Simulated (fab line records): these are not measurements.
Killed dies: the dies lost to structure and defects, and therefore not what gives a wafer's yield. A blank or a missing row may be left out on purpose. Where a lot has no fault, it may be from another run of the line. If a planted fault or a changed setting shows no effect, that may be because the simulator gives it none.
fab line records | flow nand-harc | part 2 of 2: steps 5 to 6 of 6
record: lots: 23 | wafers: 69 | last-day: 33
route steps=1302 shown A_CONTACT@1028
lots that met no fault: taken from a fault-free run of the same line
start-h: hours from the record's opening day to when the first of the lot's shown wafers began | wait-h: how many hours have passed since the lot's step before this one | " the same as in the row above | L1.1+2: one row covering several wafers at once | - either no value or no given start | * or withheld: withheld | < > ~ a bound
route shown NAME@n: NAME is a module with steps in the file, n the number in the route of the first one | usual: mean and standard deviation over wafers with no fault | same: alike in all rows | chamber/n: place in a boat | sites: per-site readings | _std_site: the values' standard deviation | _edge_site: outer sites' mean less inner sites' | radius-mm: how far each site lies from the wafer's centre | mask NAME#n: copy n | behind: the last tool/chamber to shape the wafer | hold: why the lot went on hold/how many hours it stayed there/how the hold came to an end | device: whichever transistor did not switch (one of n, p or np) | end of line: the tests these same wafers got at the end of their route | a step without rows: its recipe alone | killed: dies lost to structure and defects at the first sort, not the wafer's yield | map: the dies of a wafer, with x for killed, . for not killed, _ for no die there
set.NAME: setting as actually run; set.NAME@STEP: the setting as run at that earlier step | model.NAME: the simulator's own value behind a step, which no gauge read
one table for each step of the route and one row for each wafer, over a sample of lots
services: a tool's chamber out of use, with start hour (start-h, from the record's first day; less than 0 if before it), hours out, and reason
== steps ==
step: NHARC_A_CONTACT_CD_MEAS_08
recipe: target-cd-nm: 200 | landing-energy-ev: 500
usual: cd-nm: 200.0/0.74
lot.wafer | tool      | chamber | start-h | wait-h | cd-nm
L075.1    | cd-sem-03 | 0       | 522.49  | -      | 200.7
L075.2    | "         | 0       | "       | "      | 200.7
L075.5    | "         | 0       | "       | "      | 200.1
L074.1    | cd-sem-03 | 0       | 525.47  | -      | 201.2
L074.4    | "         | 0       | "       | "      | 201.4
L074.6    | "         | 0       | "       | "      | 199.9
L076.1    | cd-sem-01 | 0       | 542.79  | -      | 199.7
L076.2    | "         | 0       | "       | "      | 200.3
L076.3    | "         | 0       | "       | "      | 199.6
L078.2    | cd-sem-03 | 0       | 558.72  | -      | 200.7
L078.5    | "         | 0       | "       | "      | 199.9
L078.6    | "         | 0       | "       | "      | 199.8
L077.1    | cd-sem-01 | 0       | 564.10  | -      | 199.4
L077.2    | "         | 0       | "       | "      | 199.8
L077.5    | "         | 0       | "       | "      | 200.3
L079.1    | cd-sem-03 | 0       | 572.26  | -      | 201.0
L079.5    | "         | 0       | "       | "      | 200.1
L079.6    | "         | 0       | "       | "      | 200.7
L081.2    | cd-sem-02 | 0       | 574.26  | -      | 199.4
L081.3    | "         | 0       | "       | "      | 200.0
L081.6    | "         | 0       | "       | "      | 200.0
L080.3    | cd-sem-02 | 0       | 575.84  | -      | 200.5
L080.4    | "         | 0       | "       | "      | 199.8
L080.6    | "         | 0       | "       | "      | 200.6
L082.1    | cd-sem-03 | 0       | 583.96  | -      | 199.8
L082.2    | "         | 0       | "       | "      | 199.3
L082.6    | "         | 0       | "       | "      | 200.1
L083.1    | cd-sem-02 | 0       | 599.53  | -      | 200.3
L083.2    | "         | 0       | "       | "      | 199.9
L083.6    | "         | 0       | "       | "      | 200.8
L084.3    | cd-sem-01 | 0       | 614.23  | -      | 200.9
L084.4    | "         | 0       | "       | "      | 200.9
L084.5    | "         | 0       | "       | "      | 201.1
L085.2    | cd-sem-03 | 0       | 630.11  | -      | 199.4
L085.4    | "         | 0       | "       | "      | 200.1
L085.6    | "         | 0       | "       | "      | 200.9
L086.3    | cd-sem-01 | 0       | 631.73  | -      | 200.4
L086.4    | "         | 0       | "       | "      | 199.7
L086.6    | "         | 0       | "       | "      | 199.6
L088.1    | cd-sem-01 | 0       | 650.19  | -      | 199.8
L088.3    | "         | 0       | "       | "      | 198.4
L088.4    | "         | 0       | "       | "      | 199.3
L087.1    | cd-sem-02 | 0       | 651.81  | -      | 200.0
L087.3    | "         | 0       | "       | "      | 199.1
L087.4    | "         | 0       | "       | "      | 198.1
L089.1    | cd-sem-02 | 0       | 657.06  | -      | 201.1
L089.3    | "         | 0       | "       | "      | 200.3
L089.4    | "         | 0       | "       | "      | 200.0
L091.3    | cd-sem-01 | 0       | 663.06  | -      | 199.5
L091.5    | "         | 0       | "       | "      | 199.8
L091.6    | "         | 0       | "       | "      | 199.7
L090.1    | cd-sem-03 | 0       | 664.70  | -      | 200.2
L090.3    | "         | 0       | "       | "      | 200.3
L090.4    | "         | 0       | "       | "      | 201.1
L092.1    | cd-sem-03 | 0       | 707.26  | -      | 201.4
L092.2    | "         | 0       | "       | "      | 201.3
L092.5    | "         | 0       | "       | "      | 200.6
L094.1    | cd-sem-03 | 0       | 711.85  | -      | 201.3
L094.2    | "         | 0       | "       | "      | 199.8
L094.5    | "         | 0       | "       | "      | 199.5
L096.2    | cd-sem-03 | 0       | 724.98  | -      | 200.0
L096.3    | "         | 0       | "       | "      | 199.7
L096.4    | "         | 0       | "       | "      | 199.1
L097.1    | cd-sem-01 | 0       | 727.60  | -      | 199.0
L097.3    | "         | 0       | "       | "      | 199.6
L097.6    | "         | 0       | "       | "      | 198.9
L095.1    | cd-sem-02 | 0       | 728.55  | -      | 199.9
L095.4    | "         | 0       | "       | "      | 198.8
L095.5    | "         | 0       | "       | "      | 198.7
step: NHARC_A_CONTACT_DESCUM_13
recipe: time-s: 3 | o2-flow-sccm: 200 | ar-flow-sccm: 0 | bias-power-w: 0 | chemistry: O2
usual: drypump-motor-current-A: 5.8/0.36 | o2-flow-sccm: 200.1/0.58 | oes-product-au: 0.996/0.012 | rf-vpp-V: 57.6/1 | showerhead-plenum-p-Torr: 1.87/0.1 | throttle-valve-pct: 11.311/0.0089
same: bias-power-w: 0
lot.wafer | tool        | chamber | start-h | wait-h | drypump-motor-current-A | o2-flow-sccm | oes-product-au | rf-hours-counter-h | rf-vpp-V | showerhead-plenum-p-Torr | throttle-valve-pct
L075.2    | rie-diel-02 | 1       | 522.67  | 0.1    | 5.7                     | 200.3        | 0.998          | 12                 | 55.9     | 1.79                     | 11.311
L075.1    | "           | 0       | "       | "      | 6.0                     | 200.7        | 1.006          | 17                 | 58.7     | 2.03                     | 11.301
L075.5    | "           | 2       | "       | "      | 5.8                     | 200.3        | 1.020          | -                  | 55.9     | 1.78                     | 11.298
L074.1    | rie-diel-06 | 2       | 525.74  | 0.1    | 5.2                     | 200.0        | 0.985          | 11                 | 57.5     | 2.06                     | 11.306
L074.4    | "           | 3       | "       | "      | 6.0                     | 201.1        | 1.014          | 12                 | 57.6     | 1.95                     | 11.313
L074.6    | "           | 3       | "       | "      | 6.0                     | 201.2        | 1.011          | -                  | 58.0     | 1.95                     | 11.310
L076.2    | rie-diel-02 | 2       | 542.97  | 0.1    | 5.8                     | 200.4        | 1.020          | 21                 | 57.9     | 1.78                     | 11.310
L076.3    | "           | 0       | "       | "      | 6.0                     | 199.2        | 0.979          | 22                 | 58.5     | 2.03                     | 11.304
L076.1    | "           | 1       | "       | "      | 5.7                     | 200.2        | 1.006          | 16                 | 56.9     | 1.79                     | 11.308
L078.2    | rie-diel-02 | 2       | 559.00  | 0.2    | 5.8                     | 200.2        | 1.016          | 26                 | 58.0     | 1.77                     | 11.312
L078.6    | "           | 3       | "       | "      | 5.9                     | 200.5        | 0.990          | -                  | 56.2     | 1.79                     | 11.324
L078.5    | "           | 1       | "       | "      | 5.7                     | 201.0        | 1.002          | -                  | 57.3     | 1.79                     | 11.309
L077.2    | rie-diel-02 | 3       | 564.29  | 0.1    | 5.8                     | 199.6        | 0.979          | 24                 | 55.4     | 1.79                     | 11.314
L077.1    | "           | 0       | "       | "      | 6.0                     | 200.9        | 0.991          | 27                 | 59.6     | 2.02                     | 11.307
L077.5    | "           | 3       | "       | "      | 5.9                     | 199.7        | 0.991          | -                  | 56.3     | 1.79                     | 11.308
L079.1    | rie-diel-01 | 2       | 572.46  | 0.1    | 5.7                     | 200.4        | 0.999          | 3                  | 57.2     | 1.82                     | 11.296
L079.5    | "           | 1       | "       | "      | 6.4                     | 200.5        | 0.969          | -                  | 58.9     | 1.95                     | 11.302
L079.6    | "           | 2       | "       | "      | 5.7                     | 200.6        | 1.004          | -                  | 58.0     | 1.82                     | 11.310
L081.3    | rie-diel-01 | 1       | 574.45  | 0.1    | 6.4                     | 200.3        | 0.971          | 6                  | 57.2     | 1.95                     | 11.317
L081.2    | "           | 3       | "       | "      | 5.2                     | 199.5        | 0.985          | 4                  | 58.1     | 1.79                     | 11.313
L081.6    | "           | 3       | "       | "      | 5.2                     | 199.1        | 0.995          | -                  | 56.6     | 1.79                     | 11.317
L080.4    | rie-diel-06 | 0       | 576.03  | 0.1    | 5.8                     | 199.3        | 0.998          | 28                 | 58.0     | 1.96                     | 11.322
L080.3    | "           | 2       | "       | "      | 5.2                     | 200.6        | 0.995          | 29                 | 57.8     | 2.05                     | 11.312
L080.6    | "           | 3       | "       | "      | 6.0                     | 199.4        | 1.014          | -                  | 57.9     | 1.95                     | 11.300
L082.2    | rie-diel-02 | 0       | 584.16  | 0.1    | 6.0                     | 200.8        | 0.989          | 1                  | 57.3     | 2.02                     | 11.321
L082.1    | "           | 2       | "       | "      | 5.8                     | 200.4        | 1.007          | 1                  | 57.3     | 1.77                     | 11.296
L082.6    | "           | 3       | "       | "      | 5.9                     | 199.2        | 0.985          | -                  | 57.5     | 1.79                     | 11.318
L083.1    | rie-diel-01 | 1       | 599.72  | 0.1    | 6.4                     | 199.9        | 0.974          | 14                 | 58.0     | 1.95                     | 11.302
L083.2    | "           | 2       | "       | "      | 5.7                     | 201.0        | 1.006          | 7                  | 56.1     | 1.82                     | 11.322
L083.6    | "           | 1       | "       | "      | 6.4                     | 199.8        | 0.994          | -                  | 57.6     | 1.95                     | 11.318
L084.3    | rie-diel-01 | 0       | 614.43  | 0.1    | 5.1                     | 199.3        | 1.012          | 19                 | 57.4     | 1.87                     | 11.303
L084.4    | "           | 1       | "       | "      | 6.4                     | 198.7        | 0.994          | 18                 | 59.0     | 1.94                     | 11.295
L084.5    | "           | 2       | "       | "      | 5.7                     | 200.8        | 1.014          | -                  | 58.4     | 1.82                     | 11.318
L085.4    | rie-diel-02 | 0       | 630.30  | 0.1    | 6.0                     | 200.0        | 1.000          | 7                  | 58.5     | 2.02                     | 11.320
L085.2    | "           | 2       | "       | "      | 5.8                     | 201.3        | 1.009          | 8                  | 58.3     | 1.77                     | 11.312
L085.6    | "           | 3       | "       | "      | 5.9                     | 199.2        | 0.980          | -                  | 58.2     | 1.79                     | 11.318
L086.3    | rie-diel-02 | 0       | 631.91  | 0.1    | 6.0                     | 200.3        | 0.991          | 8                  | 57.9     | 2.02                     | 11.318
L086.4    | "           | 1       | "       | "      | 5.7                     | 201.0        | 0.985          | 8                  | 56.6     | 1.78                     | 11.302
L086.6    | "           | 0       | "       | "      | 6.0                     | 200.7        | 1.000          | -                  | 58.0     | 2.02                     | 11.319
L088.1    | rie-diel-02 | 3       | 650.38  | 0.1    | 5.9                     | 199.3        | 0.992          | 11                 | 58.2     | 1.79                     | 11.305
L088.3    | "           | 0       | "       | "      | 5.9                     | 199.3        | 0.991          | 13                 | 60.4     | 2.02                     | 11.310
L088.4    | "           | 1       | "       | "      | 5.7                     | 199.7        | 1.009          | 13                 | 58.4     | 1.78                     | 11.302
L087.4    | rie-diel-02 | 2       | 651.99  | 0.1    | 5.8                     | 200.7        | 1.000          | 14                 | 57.7     | 1.77                     | 11.320
L087.3    | "           | 3       | "       | "      | 5.9                     | 199.5        | 0.976          | 12                 | 57.1     | 1.79                     | 11.305
L087.1    | "           | 0       | "       | "      | 6.0                     | 200.0        | 0.996          | 14                 | 59.2     | 2.02                     | 11.315
L089.4    | rie-diel-06 | 1       | 657.24  | 0.1    | 6.8                     | 200.7        | 0.991          | 54                 | 57.8     | 2.02                     | 11.319
L089.3    | "           | 2       | "       | "      | 5.3                     | 200.5        | 0.982          | 59                 | 58.9     | 2.04                     | 11.304
L089.1    | "           | 0       | "       | "      | 5.7                     | 200.6        | 0.992          | 55                 | 58.3     | 1.95                     | 11.287
L091.3    | rie-diel-02 | 1       | 663.25  | 0.1    | 5.7                     | 200.0        | 0.998          | 16                 | 57.7     | 1.78                     | 11.329
L091.6    | "           | 0       | "       | "      | 6.0                     | 199.5        | 1.008          | -                  | 58.7     | 2.02                     | 11.296
L091.5    | "           | 1       | "       | "      | 5.7                     | 199.8        | 1.010          | -                  | 56.8     | 1.78                     | 11.307
L090.3    | rie-diel-02 | 0       | 664.88  | 0.1    | 5.9                     | 199.4        | 0.998          | 16                 | 58.7     | 2.02                     | 11.313
L090.4    | "           | 1       | "       | "      | 5.7                     | 200.9        | 1.004          | 16                 | 57.6     | 1.78                     | 11.307
L090.1    | "           | 2       | "       | "      | 5.8                     | 198.9        | 1.009          | 16                 | 57.4     | 1.77                     | 11.315
L092.2    | rie-diel-02 | 0       | 707.44  | 0.1    | 6.0                     | 199.0        | 0.990          | 21                 | 57.9     | 2.02                     | 11.315
L092.1    | "           | 1       | "       | "      | 5.7                     | 200.3        | 1.008          | 23                 | 57.1     | 1.78                     | 11.318
L092.5    | "           | 1       | "       | "      | 5.7                     | 199.8        | 1.007          | -                  | 55.5     | 1.78                     | 11.320
L094.1    | rie-diel-01 | 3       | 712.05  | 0.1    | 5.2                     | 200.5        | 0.978          | 50                 | 56.3     | 1.78                     | 11.313
L094.2    | "           | 0       | "       | "      | 5.0                     | 200.4        | 1.002          | 51                 | 58.2     | 1.86                     | 11.308
L094.5    | "           | 2       | "       | "      | 5.7                     | 200.9        | 0.994          | -                  | 56.3     | 1.81                     | 11.310
L096.2    | rie-diel-02 | 0       | 725.16  | 0.1    | 6.0                     | 200.2        | 0.992          | 25                 | 57.5     | 2.02                     | 11.290
L096.3    | "           | 1       | "       | "      | 5.7                     | 200.4        | 0.999          | 27                 | 56.6     | 1.78                     | 11.311
L096.4    | "           | 2       | "       | "      | 5.8                     | 199.9        | 1.015          | 27                 | 56.7     | 1.76                     | 11.314
L097.1    | rie-diel-02 | 0       | 727.80  | 0.1    | 6.0                     | 199.9        | 0.997          | 25                 | 59.3     | 2.02                     | 11.289
L097.3    | "           | 2       | "       | "      | 5.8                     | 200.9        | 1.012          | 28                 | 57.0     | 1.76                     | 11.329
L097.6    | "           | 1       | "       | "      | 5.7                     | 199.5        | 1.005          | -                  | 57.5     | 1.78                     | 11.308
L095.1    | rie-diel-01 | 3       | 728.73  | 0.1    | 5.2                     | 200.4        | 0.977          | 57                 | 56.6     | 1.78                     | 11.312
L095.4    | "           | 0       | "       | "      | 5.0                     | 200.2        | 0.985          | 62                 | 56.9     | 1.85                     | 11.320
L095.5    | "           | 0       | "       | "      | 5.0                     | 199.6        | 0.991          | -                  | 57.5     | 1.85                     | 11.299
== services ==
tool            | chamber | start-h | hours | kind
rie-diel-02     | 1       | 490.68  | 29.6  | repair
pecvd-01        | -       | 492.04  | 13.0  | pm
pecvd-04        | -       | 495.41  | 0.8   | repair
har-cap-etch-01 | -       | 497.00  | 17.0  | pm
rie-diel-02     | 0       | 501.27  | -     | clean
rie-diel-02     | 2       | 501.27  | -     | clean
pecvd-03        | 2       | 520.21  | 4.9   | repair
rie-diel-02     | 3       | 533.19  | 15.8  | repair
pecvd-03        | -       | 547.13  | 13.0  | pm
rie-diel-01     | -       | 558.16  | 9.0   | pm
rie-diel-02     | -       | 571.27  | 9.0   | pm
har-cap-etch-02 | -       | 575.92  | 1.2   | repair
pecvd-04        | 2       | 581.28  | 10.2  | repair
har-cap-etch-02 | -       | 592.77  | 0.2   | repair
rie-diel-06     | 0       | 608.46  | 4.5   | repair
rie-diel-02     | 3       | 610.42  | 14.1  | repair
pecvd-04        | 1       | 612.02  | 3.6   | repair
pecvd-03        | 0       | 613.93  | 14.7  | repair
pecvd-04        | -       | 631.26  | 13.0  | pm
rie-diel-01     | 1       | 638.37  | 6.7   | repair
rie-diel-06     | -       | 661.47  | 9.0   | pm
pecvd-01        | -       | 673.04  | 13.0  | pm
pecvd-03        | -       | 710.71  | 1.2   | repair
pecvd-03        | -       | 728.13  | 13.0  | pm
